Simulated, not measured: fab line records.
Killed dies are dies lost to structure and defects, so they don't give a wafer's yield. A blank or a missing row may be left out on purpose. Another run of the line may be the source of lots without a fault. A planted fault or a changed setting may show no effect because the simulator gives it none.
Comparing a struck lot with a sound one	flow n5-finfet	16 out of 1938 route steps
Sound: the wafers L141.1, L141.3, L141.4. Struck: wafer L149.5 (left out: L149.2, L149.6 of the same lot, which were not struck); the cause appears at the end.
Order at every step that has rows: each side's tool, ch and its chambers, its first start. Under that, the readings that differ: sound wafers	struck wafers	difference of the means	sigmas: that difference in standard deviations of wafers without a fault.
alike: readings whose means differ by less than 2 such deviations, and words and numbers that are the same on both sides. not compared: withheld readings, readings that some wafer has no value for, bounds like >300 that may hide the same value, and numbers for which the record gives no deviation and whose values overlap.
Wherever a step has rows on one side only, a row that says differs or no value, or a row with sigmas, the two part there. Numbers that don't overlap but have no deviation are shown without sigmas and don't part them. A reading missing from all wafers of one side parts the sides only when that side holds two or more wafers.

N5_BEOL_M2_CMP_52: polishes, stops on SiOC, t overpolish 6.8 s, target thk 40 nm.
  sound on cmp-01 ch 0,2,3, day 6 22:31; struck on cmp-04 ch 3, day 10 15:59
  alike: barrier-field-endpoint-s, head-pressure-psi, motor-current-A, overpolish-run-s, time-to-endpoint-s
N5_BEOL_M2_THK_MEAS_53: measures by xrf.
  struck on film-metro-01, day 10 16:15; sound on film-metro-01, day 6 22:46
  alike: M2_THK
N5_BEOL_M2_PRE_CLEAN_60: time 15 s.
  sound on cvd-co-02 ch 0,1, day 6 22:49; struck on cvd-co-02 ch 2, day 10 16:17
reading	sound	struck	difference	sigmas
heater-power-w (W)	118 81 120	61	-45	-3
N5_BEOL_M2_CO_CAP_55: material Co, precursor CCTBA/H2, target thk 2 nm, time 102.1 s.
  sound on cvd-co-02 ch 0,1, day 6 22:51; struck on cvd-co-02 ch 2, day 10 16:19
reading	sound	struck	difference	sigmas
heater-power-w (W)	282 231 265	206	-53	-2
then, 2 steps without rows for these wafers: N5_BEOL_M2_PRE_CLEAN_56 (time 15 s); N5_BEOL_M2_DEP_57 (deposits SiCN from 3MS/NH3, target thk 8 nm, time 14 s).
N5_BEOL_M2_RS_MEAS_58: uses a four-point probe to measure.
  struck on film-metro-01, day 10 16:31; sound on film-metro-02, day 6 23:04
  alike: M2_RS
N5_BEOL_M2_INSPECT_59: inspects for defects (darkfield).
  struck on defect-inspect-01, day 10 16:32; sound on defect-inspect-02, day 6 23:05
  alike: raw-defect-count
then, 1 step without rows for these wafers: N5_BEOL_M3_ILD_DEP_00 (deposits SiOC from DEMS/O2, target thk 79 nm, time 15.3 s).
N5_BEOL_M3_THK_MEAS_01:
  struck on film-metro-01, day 10 16:38; sound on film-metro-02, day 6 23:11
  alike: M3_ILD_THK
N5_BEOL_M3_PECVD_72: deposits SiO2 from TEOS/O2, target thk 16 nm, time 18 s.
  sound on pecvd-02 ch 0,2, day 6 23:14; struck on pecvd-04 ch 2, day 10 16:40
  alike: heater-power-w, showerhead-plenum-p-Torr, throttle-valve-pct
N5_BEOL_M3_HM_DEP_02: deposits TiN, target thk 20 nm.
  struck on pvd-sputter-03, day 10 16:44; sound on pvd-sputter-01, day 7 00:07
  alike: substrate-temp-c, throttle-valve-pct
N5_BEOL_M3_COAT_61: time 60 s, resist thk 60 nm.
  sound on litho-track-03 ch 0, day 7 00:14; struck on litho-track-03 ch 0, day 10 16:52
reading	sound	struck	difference	sigmas
run-length-s (s)	66.07 65.82 66.07	89.07	+23.08	+99 or more
then, 1 step without rows for these wafers: N5_BEOL_M3_COAT_62 (time 60 s, resist thk 12 nm).
N5_BEOL_M4_RC_MEAS_101:
  sound on prober-02 ch 0, day 8 15:39; struck on prober-02 ch 0, day 11 17:29
  alike: DIBL_N, DIBL_P, IOFF_N, IOFF_P, ION_N, ION_P, SS_N, SS_P, VT_N, VT_P
following that, these wafers have no rows for 1 step: N5_PASSIVATION_PROBE_49.

== WHERE THEY PART ==
Earliest at N5_BEOL_M2_PRE_CLEAN_60; latest, in this record, at N5_BEOL_M3_COAT_61. Later steps at which nothing parts them and some readings are alike: N5_BEOL_M4_RC_MEAS_101.

WHY: what the simulator had put in
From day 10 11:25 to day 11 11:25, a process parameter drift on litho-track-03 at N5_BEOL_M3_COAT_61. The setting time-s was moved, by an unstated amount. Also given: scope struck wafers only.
